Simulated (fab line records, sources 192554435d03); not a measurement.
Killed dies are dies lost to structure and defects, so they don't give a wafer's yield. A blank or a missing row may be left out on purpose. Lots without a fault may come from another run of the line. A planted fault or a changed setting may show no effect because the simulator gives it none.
Chamber matching | flow n5_finfet | N5_BEOL_M1_DEP_57 on pecvd-01: 3 sister chambers
The step deposits SiCN from 3MS/NH3, target thk 8 nm, time 14 s. 24 wafers are shown with their chamber, then 12 later ones without.

WAFERS WITH THEIR CHAMBER
wafer  | chamber | throttle_valve_pct (%) | showerhead_plenum_p_Torr (Torr)
L076.2 | 1       | 8.8                    | 3.648
L076.3 | 1       | 8.8                    | 3.653
L076.5 | 1       | 8.8                    | 3.642
L078.2 | 1       | 8.7                    | 3.649
L078.4 | 1       | 8.5                    | 3.649
L078.6 | 1       | 8.7                    | 3.647
L079.2 | 0       | 8.4                    | 3.639
L079.3 | 1       | 8.8                    | 3.642
L079.6 | 2       | 8.2                    | 3.662
L081.1 | 0       | 8.0                    | 3.644
L081.3 | 1       | 8.6                    | 3.652
L081.6 | 1       | 8.6                    | 3.651
L082.2 | 1       | 9.0                    | 3.639
L082.3 | 0       | 8.1                    | 3.637
L082.5 | 1       | 8.6                    | 3.654
L084.1 | 1       | 8.7                    | 3.648
L084.2 | 2       | 8.4                    | 3.651
L084.4 | 0       | 8.5                    | 3.639
L085.2 | 1       | 8.7                    | 3.645
L085.3 | 0       | 8.7                    | 3.640
L085.5 | 0       | 8.4                    | 3.647
L086.1 | 1       | 8.8                    | 3.651
L086.4 | 0       | 8.2                    | 3.658
L086.6 | 0       | 8.3                    | 3.643

SIGNATURES (means of the wafers above)
reading                  | chamber 0 | chamber 1 | chamber 2 | scatter within a chamber
throttle_valve_pct       | 8.325     | 8.721     | 8.300     | 0.166
showerhead_plenum_p_Torr | 3.64337   | 3.64786   | 3.65650   | 0.00551
Rule: a wafer's distance from a chamber is the root of the sum, over the readings, of the square of ((its reading less the chamber's mean) divided by the reading's scatter). The wafer belongs to the nearest chamber; if the next one is less than 2 further off, it can't be placed. The scatter: the root of (the sum of the squares of (reading less its chamber's mean) over the shown wafers, divided by (wafers less chambers)).

WAFERS WITHOUT THEIR CHAMBER
wafer  | throttle_valve_pct (%) | showerhead_plenum_p_Torr (Torr)
L089.4 | 8.7                    | 3.655
L089.5 | 8.6                    | 3.663
L089.6 | 8.1                    | 3.654
L091.1 | 8.1                    | 3.672
L091.3 | 8.6                    | 3.651
L091.5 | 8.4                    | 3.661
L092.1 | 8.7                    | 3.652
L092.2 | 8.5                    | 3.640
L092.6 | 8.6                    | 3.657
L095.1 | 8.7                    | 3.642
L095.2 | 8.1                    | 3.645
L095.4 | 8.7                    | 3.647

WHICH CHAMBER EACH WENT THROUGH
wafer  | from the rows above          | in truth
L089.4 | can't be placed: 1 or 2 or 0 | 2
L089.5 | can't be placed: 2 or 1 or 0 | 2
L089.6 | can't be placed: 2 or 0      | 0
L091.1 | 2                            | 2
L091.3 | can't be placed: 1 or 2 or 0 | 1
L091.5 | 2                            | 2
L092.1 | can't be placed: 1 or 2 or 0 | 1
L092.2 | can't be placed: 0 or 1      | 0
L092.6 | can't be placed: 2 or 1 or 0 | 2
L095.1 | can't be placed: 1 or 0      | 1
L095.2 | can't be placed: 0 or 2      | 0
L095.4 | 1                            | 1
Placed correctly: 3 of 12. Can't be placed from these rows: 9 (the true chamber is among the candidates in 9). Placed wrongly: 0.
